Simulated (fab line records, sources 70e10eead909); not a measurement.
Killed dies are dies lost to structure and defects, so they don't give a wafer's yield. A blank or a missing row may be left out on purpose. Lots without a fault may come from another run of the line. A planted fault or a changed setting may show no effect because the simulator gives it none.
Which tool did it? | flow nand_harc | 24 lots, 72 wafers sampled, at 6 steps of a route of 1302

WHAT THE GAUGES READ, wafer by wafer
The record holds no reading of a measuring or inspecting step that can be judged against a usual standard deviation.

WHICH TOOL RAN EACH LOT (tool, then ch and the chambers of the sampled wafers, then the start)
lot  | NHARC_A_STAIRCASE_TRIM_20          | NHARC_A_STAIRCASE_ETCH_23      | NHARC_A_STAIRCASE_ETCH_27      | NHARC_A_STAIRCASE_ETCH_188     | NHARC_A_STAIRCASE_TRIM_233     | NHARC_A_STAIRCASE_ETCH_236
L074 | rie_diel-01 ch 0,1,3, day 15 16:38 | rie_diel-01 ch 0,1,3, no start | rie_diel-01 ch 1,2,3, no start | rie_diel-01 ch 0,2,3, no start | rie_diel-01 ch 0,1,3, no start | rie_diel-01 ch 1,2,3, no start
L075 | rie_diel-04 ch 0,1,2, day 16 04:43 | rie_diel-04 ch 1,2,3, no start | rie_diel-04 ch 0,2,3, no start | rie_diel-06 ch 1,2,3, no start | rie_diel-06 ch 0,1,2, no start | rie_diel-06 ch 0,1,3, no start
L076 | rie_diel-04 ch 0,3, day 16 05:25   | rie_diel-04 ch 0,1,2, no start | rie_diel-04 ch 0,1,2, no start | rie_diel-04 ch 0,1, no start   | rie_diel-01 ch 0,3, no start   | rie_diel-01 ch 0,2,3, no start
L077 | rie_diel-04 ch 1,2,3, day 16 20:09 | rie_diel-04 ch 0,2,3, no start | rie_diel-04 ch 0,2,3, no start | rie_diel-04 ch 0,1,3, no start | rie_diel-04 ch 1,2,3, no start | rie_diel-04 ch 0,2,3, no start
L078 | rie_diel-01 ch 0,1, day 17 10:21   | rie_diel-01 ch 1,3, no start   | rie_diel-01 ch 0,2, no start   | rie_diel-06 ch 2,3, no start   | rie_diel-01 ch 2,3, no start   | rie_diel-01 ch 1,2, no start
L079 | rie_diel-01 ch 0,1,3, day 17 20:30 | rie_diel-01 ch 2,3, no start   | rie_diel-01 ch 0,3, no start   | rie_diel-06 ch 0,2,3, no start | rie_diel-06 ch 0,3, no start   | rie_diel-06 ch 1,2,3, no start
L080 | rie_diel-01 ch 1,3, day 18 04:23   | rie_diel-01 ch 2,3, no start   | rie_diel-01 ch 1,2, no start   | rie_diel-04 ch 0,2,3, no start | rie_diel-06 ch 0,1,2, no start | rie_diel-06 ch 0,1,2, no start
L082 | rie_diel-04 ch 0,2,3, day 18 18:25 | rie_diel-04 ch 0,1, no start   | rie_diel-04 ch 0,2,3, no start | rie_diel-01 ch 0,3, no start   | rie_diel-04 ch 1,2, no start   | rie_diel-04 ch 0,2,3, no start
L081 | rie_diel-01 ch 1,2,3, day 18 18:55 | rie_diel-01 ch 0,1,2, no start | rie_diel-01 ch 0,2, no start   | rie_diel-01 ch 0,1,3, no start | rie_diel-06 ch 1,3, no start   | rie_diel-06 ch 0,1, no start
L085 | rie_diel-04 ch 0,2,3, day 19 22:24 | rie_diel-04 ch 1,2,3, no start | rie_diel-04 ch 1,2,3, no start | rie_diel-06 ch 0,1,2, no start | rie_diel-04 ch 0,1,2, no start | rie_diel-04 ch 1,2,3, no start
L084 | rie_diel-04 ch 0,1, day 20 01:56   | rie_diel-04 ch 0,1,2, no start | rie_diel-04 ch 0,1,2, no start | rie_diel-04 ch 1,2,3, no start | rie_diel-01 ch 1,2,3, no start | rie_diel-01 ch 2,3, no start
L083 | rie_diel-01 ch 1,3, day 20 02:09   | rie_diel-01 ch 1,3, no start   | rie_diel-01 ch 1,2,3, no start | rie_diel-01 ch 0,1,2, no start | rie_diel-06 ch 1,3, no start   | rie_diel-06 ch 1,2, no start
L086 | rie_diel-04 ch 1,2, day 21 03:56   | rie_diel-04 ch 1,2,3, no start | rie_diel-04 ch 1,2,3, no start | rie_diel-01 ch 0,1, no start   | rie_diel-06 ch 1,3, no start   | rie_diel-06 ch 0,1, no start
L087 | rie_diel-01 ch 0,1,3, day 21 04:40 | rie_diel-01 ch 0,2,3, no start | rie_diel-01 ch 0,2,3, no start | rie_diel-01 ch 0,1,3, no start | rie_diel-01 ch 0,1,2, no start | rie_diel-01 ch 0,2,3, no start
L088 | rie_diel-06 ch 0,2, day 21 17:23   | rie_diel-06 ch 0,2,3, no start | rie_diel-06 ch 0,1, no start   | rie_diel-06 ch 0,2,3, no start | rie_diel-04 ch 0,2,3, no start | rie_diel-04 ch 1,3, no start
L089 | rie_diel-06 ch 0,2,3, day 21 17:37 | rie_diel-06 ch 1,2,3, no start | rie_diel-06 ch 1,2,3, no start | rie_diel-01 ch 0,1,2, no start | rie_diel-06 ch 0,2,3, no start | rie_diel-06 ch 0,1,2, no start
L090 | rie_diel-01 ch 2,3, day 22 06:36   | rie_diel-01 ch 0,2,3, no start | rie_diel-01 ch 0,2,3, no start | rie_diel-01 ch 0,3, no start   | rie_diel-06 ch 0,1,2, no start | rie_diel-06 ch 1,2, no start
L091 | rie_diel-01 ch 1,2,3, day 23 02:47 | rie_diel-01 ch 0,1,2, no start | rie_diel-01 ch 0,1,3, no start | rie_diel-06 ch 1,2, no start   | rie_diel-01 ch 0,2,3, no start | rie_diel-01 ch 1,2,3, no start
L092 | rie_diel-01 ch 0,1, day 23 10:51   | rie_diel-01 ch 0,3, no start   | rie_diel-01 ch 1,2, no start   | rie_diel-01 ch 0,1,2, no start | rie_diel-04 ch 1,2,3, no start | rie_diel-04 ch 1,2, no start
L093 | rie_diel-04 ch 0,1, day 23 14:22   | rie_diel-04 ch 0,2,3, no start | rie_diel-04 ch 0,1,2, no start | rie_diel-01 ch 1,2,3, no start | rie_diel-01 ch 2,3, no start   | rie_diel-01 ch 0,2, no start
L094 | rie_diel-04 ch 0,1,3, day 24 08:11 | rie_diel-04 ch 0,1, no start   | rie_diel-04 ch 0,2,3, no start | rie_diel-04 ch 0,3, no start   | rie_diel-04 ch 0,3, no start   | rie_diel-04 ch 0,1,2, no start
L095 | rie_diel-01 ch 0,1,3, day 24 19:47 | rie_diel-01 ch 1,2,3, no start | rie_diel-01 ch 0,1,2, no start | rie_diel-04 ch 1,2,3, no start | rie_diel-01 ch 0,1,2, no start | rie_diel-01 ch 0,3, no start
L096 | rie_diel-04 ch 1,2,3, day 24 19:56 | rie_diel-04 ch 2,3, no start   | rie_diel-04 ch 0,2, no start   | rie_diel-01 ch 1,3, no start   | rie_diel-01 ch 1,3, no start   | rie_diel-01 ch 0,2,3, no start
L097 | rie_diel-06 ch 1,3, day 25 05:49   | rie_diel-06 ch 0,1,2, no start | rie_diel-06 ch 0,2,3, no start | rie_diel-06 ch 0,2,3, no start | rie_diel-06 ch 0,1,3, no start | rie_diel-06 ch 1,2, no start
- NHARC_A_STAIRCASE_TRIM_20: chemistry O2, time 211.2 s.
- NHARC_A_STAIRCASE_ETCH_23: etches the open film in C4F8/O2, target depth 100 nm, time 40.5 s.
- NHARC_A_STAIRCASE_ETCH_27: etches the open film in C4F8/O2, target depth 100 nm, time 40.5 s.
- NHARC_A_STAIRCASE_ETCH_188: etches the open film in C4F8/O2, target depth 100 nm, time 40.5 s.
- NHARC_A_STAIRCASE_TRIM_233: chemistry O2, time 211.2 s.
- NHARC_A_STAIRCASE_ETCH_236: etches the open film in C4F8/O2, target depth 100 nm, time 40.5 s.

WHAT THE TOOLS THEMSELVES READ (means of the sampled wafers that have a number; where no wafer has one, the mark that the record gives instead)
NHARC_A_STAIRCASE_TRIM_20.
lot  | tool        | drypump_motor_current_A (A) | oes_product_au (a.u.) | rf_vpp_V (V) | showerhead_plenum_p_Torr (Torr) | throttle_valve_pct (%)
L074 | rie_diel-01 | 5.6                         | 1.001                 | 58.2         | 3.55                            | 17.033
L075 | rie_diel-04 | 6.3                         | 0.996                 | 57.6         | 3.48                            | 17.029
L076 | rie_diel-04 | 6.0                         | 0.999                 | 57.4         | 3.52                            | 17.034
L077 | rie_diel-04 | 6.0                         | 1.004                 | 57.8         | 3.62                            | 17.038
L078 | rie_diel-01 | 5.5                         | 1.006                 | 57.4         | 3.44                            | 17.033
L079 | rie_diel-01 | 5.7                         | 1.005                 | 57.7         | 3.54                            | 17.039
L080 | rie_diel-01 | 5.8                         | 1.003                 | 57.5         | 3.66                            | 17.046
L082 | rie_diel-04 | 6.0                         | 1.000                 | 57.3         | 3.59                            | 17.033
L081 | rie_diel-01 | 5.8                         | 0.997                 | 58.2         | 3.67                            | 17.033
L085 | rie_diel-04 | 6.0                         | 0.997                 | 57.6         | 3.59                            | 17.034
L084 | rie_diel-04 | 6.2                         | 0.993                 | 57.4         | 3.38                            | 17.033
L083 | rie_diel-01 | 5.6                         | 1.004                 | 58.0         | 3.55                            | 17.032
L086 | rie_diel-04 | 6.3                         | 0.999                 | 57.3         | 3.47                            | 17.033
L087 | rie_diel-01 | 5.7                         | 1.002                 | 58.2         | 3.53                            | 17.037
L088 | rie_diel-06 | 6.2                         | 1.005                 | 58.0         | 3.52                            | 17.039
L089 | rie_diel-06 | 6.3                         | 1.011                 | 58.5         | 3.59                            | 17.039
L090 | rie_diel-01 | 6.0                         | 1.003                 | 58.0         | 3.76                            | 17.032
L091 | rie_diel-01 | 5.8                         | 0.998                 | 58.4         | 3.65                            | 17.029
L092 | rie_diel-01 | 5.5                         | 0.999                 | 57.7         | 3.41                            | 17.047
L093 | rie_diel-04 | 6.2                         | 1.002                 | 57.4         | 3.36                            | 17.033
L094 | rie_diel-04 | 6.0                         | 0.996                 | 56.9         | 3.50                            | 17.041
L095 | rie_diel-01 | 5.7                         | 0.996                 | 58.0         | 3.51                            | 17.035
L096 | rie_diel-04 | 6.0                         | 1.001                 | 57.5         | 3.59                            | 17.029
L097 | rie_diel-06 | 6.4                         | 0.997                 | 58.5         | 3.74                            | 17.037

NHARC_A_STAIRCASE_ETCH_23.
lot  | tool        | oes_product_au (a.u.) | rf_vpp_V (V)
L074 | rie_diel-01 | 0.938                 | 897
L075 | rie_diel-04 | 0.961                 | 900
L076 | rie_diel-04 | 0.922                 | 895
L077 | rie_diel-04 | 0.958                 | 898
L078 | rie_diel-01 | 0.939                 | 897
L079 | rie_diel-01 | 0.966                 | 906
L080 | rie_diel-01 | 0.962                 | 905
L082 | rie_diel-04 | 0.957                 | 890
L081 | rie_diel-01 | 0.964                 | 898
L085 | rie_diel-04 | 0.945                 | 898
L084 | rie_diel-04 | 0.962                 | 894
L083 | rie_diel-01 | 0.956                 | 900
L086 | rie_diel-04 | 0.954                 | 899
L087 | rie_diel-01 | 0.935                 | 900
L088 | rie_diel-06 | 0.940                 | 898
L089 | rie_diel-06 | 0.942                 | 902
L090 | rie_diel-01 | 0.944                 | 900
L091 | rie_diel-01 | 0.952                 | 895
L092 | rie_diel-01 | 0.957                 | 895
L093 | rie_diel-04 | 0.970                 | 897
L094 | rie_diel-04 | 0.933                 | 891
L095 | rie_diel-01 | 0.964                 | 900
L096 | rie_diel-04 | 0.943                 | 902
L097 | rie_diel-06 | 0.937                 | 899

NHARC_A_STAIRCASE_ETCH_27.
lot  | tool        | oes_product_au (a.u.) | rf_vpp_V (V)
L074 | rie_diel-01 | 0.942                 | 895
L075 | rie_diel-04 | 0.932                 | 900
L076 | rie_diel-04 | 0.946                 | 894
L077 | rie_diel-04 | 0.944                 | 898
L078 | rie_diel-01 | 0.953                 | 900
L079 | rie_diel-01 | 0.964                 | 896
L080 | rie_diel-01 | 0.950                 | 902
L082 | rie_diel-04 | 0.947                 | 898
L081 | rie_diel-01 | 0.952                 | 900
L085 | rie_diel-04 | 0.946                 | 898
L084 | rie_diel-04 | 0.944                 | 894
L083 | rie_diel-01 | 0.948                 | 901
L086 | rie_diel-04 | 0.942                 | 899
L087 | rie_diel-01 | 0.936                 | 900
L088 | rie_diel-06 | 0.937                 | 899
L089 | rie_diel-06 | 0.941                 | 902
L090 | rie_diel-01 | 0.936                 | 900
L091 | rie_diel-01 | 0.949                 | 896
L092 | rie_diel-01 | 0.942                 | 900
L093 | rie_diel-04 | 0.939                 | 893
L094 | rie_diel-04 | 0.938                 | 898
L095 | rie_diel-01 | 0.945                 | 896
L096 | rie_diel-04 | 0.946                 | 892
L097 | rie_diel-06 | 0.946                 | 897

NHARC_A_STAIRCASE_ETCH_188.
lot  | tool        | oes_product_au (a.u.) | rf_vpp_V (V)
L074 | rie_diel-01 | 0.933                 | 895
L075 | rie_diel-06 | 0.925                 | 903
L076 | rie_diel-04 | 0.951                 | 892
L077 | rie_diel-04 | 0.937                 | 896
L078 | rie_diel-06 | 0.941                 | 902
L079 | rie_diel-06 | 0.952                 | 899
L080 | rie_diel-04 | 0.924                 | 898
L082 | rie_diel-01 | 0.948                 | 901
L081 | rie_diel-01 | 0.938                 | 897
L085 | rie_diel-06 | 0.929                 | 898
L084 | rie_diel-04 | 0.933                 | 898
L083 | rie_diel-01 | 0.941                 | 896
L086 | rie_diel-01 | 0.926                 | 891
L087 | rie_diel-01 | 0.925                 | 897
L088 | rie_diel-06 | 0.947                 | 899
L089 | rie_diel-01 | 0.951                 | 896
L090 | rie_diel-01 | 0.926                 | 900
L091 | rie_diel-06 | 0.926                 | 900
L092 | rie_diel-01 | 0.938                 | 895
L093 | rie_diel-01 | 0.952                 | 900
L094 | rie_diel-04 | 0.947                 | 895
L095 | rie_diel-04 | 0.933                 | 898
L096 | rie_diel-01 | 0.955                 | 895
L097 | rie_diel-06 | 0.939                 | 898

NHARC_A_STAIRCASE_TRIM_233.
lot  | tool        | drypump_motor_current_A (A) | oes_product_au (a.u.) | rf_vpp_V (V) | showerhead_plenum_p_Torr (Torr) | throttle_valve_pct (%)
L074 | rie_diel-01 | 5.7                         | 1.000                 | 58.4         | 3.55                            | 17.037
L075 | rie_diel-06 | 6.3                         | 0.998                 | 58.2         | 3.63                            | 17.032
L076 | rie_diel-01 | 5.8                         | 0.990                 | 57.1         | 3.53                            | 17.032
L077 | rie_diel-04 | 6.0                         | 0.997                 | 57.8         | 3.62                            | 17.023
L078 | rie_diel-01 | 6.0                         | 1.004                 | 58.5         | 3.78                            | 17.037
L079 | rie_diel-06 | 6.2                         | 1.003                 | 57.5         | 3.57                            | 17.032
L080 | rie_diel-06 | 6.3                         | 0.991                 | 57.8         | 3.63                            | 17.034
L082 | rie_diel-04 | 6.3                         | 1.003                 | 57.7         | 3.48                            | 17.038
L081 | rie_diel-06 | 6.5                         | 0.999                 | 57.4         | 3.74                            | 17.046
L085 | rie_diel-04 | 6.3                         | 0.992                 | 57.4         | 3.46                            | 17.037
L084 | rie_diel-01 | 5.8                         | 1.002                 | 58.4         | 3.66                            | 17.032
L083 | rie_diel-06 | 6.4                         | 1.002                 | 59.2         | 3.76                            | 17.036
L086 | rie_diel-06 | 6.4                         | 0.998                 | 58.0         | 3.76                            | 17.040
L087 | rie_diel-01 | 5.7                         | 1.000                 | 57.2         | 3.53                            | 17.038
L088 | rie_diel-04 | 6.0                         | 1.001                 | 57.6         | 3.58                            | 17.033
L089 | rie_diel-06 | 6.3                         | 1.009                 | 58.0         | 3.59                            | 17.033
L090 | rie_diel-06 | 6.3                         | 0.995                 | 58.5         | 3.61                            | 17.036
L091 | rie_diel-01 | 5.9                         | 1.004                 | 58.0         | 3.63                            | 17.039
L092 | rie_diel-04 | 6.0                         | 1.000                 | 58.6         | 3.59                            | 17.039
L093 | rie_diel-01 | 6.1                         | 1.003                 | 59.6         | 3.76                            | 17.037
L094 | rie_diel-04 | 5.7                         | 1.003                 | 57.9         | 3.63                            | 17.046
L095 | rie_diel-01 | 5.7                         | 0.997                 | 58.2         | 3.52                            | 17.030
L096 | rie_diel-01 | 5.8                         | 1.013                 | 57.9         | 3.63                            | 17.036
L097 | rie_diel-06 | 6.3                         | 0.997                 | 57.7         | 3.64                            | 17.045

NHARC_A_STAIRCASE_ETCH_236.
lot  | tool        | oes_product_au (a.u.) | rf_vpp_V (V)
L074 | rie_diel-01 | 0.948                 | 895
L075 | rie_diel-06 | 0.944                 | 901
L076 | rie_diel-01 | 0.949                 | 894
L077 | rie_diel-04 | 0.940                 | 899
L078 | rie_diel-01 | 0.943                 | 898
L079 | rie_diel-06 | 0.954                 | 903
L080 | rie_diel-06 | 0.950                 | 899
L082 | rie_diel-04 | 0.949                 | 898
L081 | rie_diel-06 | 0.937                 | 898
L085 | rie_diel-04 | 0.937                 | 899
L084 | rie_diel-01 | 0.948                 | 906
L083 | rie_diel-06 | 0.949                 | 901
L086 | rie_diel-06 | 0.940                 | 898
L087 | rie_diel-01 | 0.949                 | 900
L088 | rie_diel-04 | 0.944                 | 897
L089 | rie_diel-06 | 0.950                 | 898
L090 | rie_diel-06 | 0.931                 | 900
L091 | rie_diel-01 | 0.938                 | 900
L092 | rie_diel-04 | 0.941                 | 894
L093 | rie_diel-01 | 0.955                 | 901
L094 | rie_diel-04 | 0.931                 | 893
L095 | rie_diel-01 | 0.943                 | 899
L096 | rie_diel-01 | 0.940                 | 899
L097 | rie_diel-06 | 0.927                 | 900

THE ANSWER, worked out from the rows above alone
Rule: what is usual is taken from the lots themselves. Put in order of their means at a reading, lots are off if they are a third of the lots or fewer, leave a main group of 4 or more, and stand apart from it by a gap of 3 or more times the standard deviation of the main group's means; of several such gaps the widest counts. A main group whose means are all the same, to the digits that the tables above print for the reading, isn't used. A lot without any number at a reading at which 4 lots or more have one is off too. The other lots that the step has rows for count as sound. The gauges are gone through in route order, then the tools' own readings, and for those a lot's mean is taken as printed above. The first step at which some lot is off is used, and at that step the reading that is off furthest; a lot without a number counts as furthest.
No lot is off at any reading shown: from this, nothing can be told.

WHAT THE SIMULATOR HAD PUT IN
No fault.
